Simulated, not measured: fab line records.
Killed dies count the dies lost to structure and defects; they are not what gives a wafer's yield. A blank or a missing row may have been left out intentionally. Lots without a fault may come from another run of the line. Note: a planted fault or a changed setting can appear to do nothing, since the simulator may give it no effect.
Chamber matching | flow n5 finfet | 4 sister chambers for N5_FIN_SAQP_ETCH_34 on rie diel-03
The step etches SiO2 in C4F6/O2, target depth 45 nm, time 15 s. 8 wafers are shown with their chamber, then 12 later ones without.

EACH WAFER AND ITS CHAMBER
wafer  | chamber | showerhead plenum p Torr (Torr) | drypump motor current A (A)
L080.2 | 3       | 2.92                            | 5.8
L082.6 | 2       | 2.74                            | 5.8
L084.2 | 0       | 2.93                            | 6.3
L084.5 | 2       | 2.74                            | 5.8
L084.6 | 1       | 2.79                            | 4.8
L086.2 | 3       | 2.91                            | 5.8
L086.4 | 0       | 2.93                            | 6.2
L086.6 | 1       | 2.79                            | 4.8

WAFERS MISSING THEIR CHAMBER
wafer  | showerhead plenum p Torr (Torr) | drypump motor current A (A)
L088.1 | 2.93                            | 6.2
L088.2 | 2.73                            | 5.7
L088.4 | 2.91                            | 5.8
L090.2 | 2.73                            | 5.8
L090.3 | 2.78                            | 4.8
L090.4 | 2.73                            | 5.8
L093.4 | 2.93                            | 6.3
L093.5 | 2.78                            | 4.9
L093.6 | 2.91                            | 5.8
L094.2 | 2.90                            | 5.8
L094.3 | 2.78                            | 4.9
L094.4 | 2.92                            | 6.3

CHAMBER TAKEN BY EACH
wafer  | from the rows above | in truth
L088.1 | 0                   | 0
L088.2 | 2                   | 2
L088.4 | 3                   | 3
L090.2 | 2                   | 2
L090.3 | 1                   | 1
L090.4 | 2                   | 2
L093.4 | 0                   | 0
L093.5 | 1                   | 1
L093.6 | 3                   | 3
L094.2 | 3                   | 3
L094.3 | 1                   | 1
L094.4 | 0                   | 0
Placed correctly: 12 of 12. Not placeable from these rows: 0. 0 placed wrongly.
How it was worked out, from the rows above alone: a wafer's distance from a chamber is the root of the sum, over the readings, of the square of ((its reading less the chamber's mean) divided by the reading's scatter). The wafer belongs to the nearest chamber; if the next one is less than 2 further off, it can't be placed. For every chamber, the mean is computed from those of its wafers that are shown. The scatter is the square root of a quotient: the sum, over the shown wafers, of each reading's squared deviation from its chamber's mean, divided by wafers minus chambers.
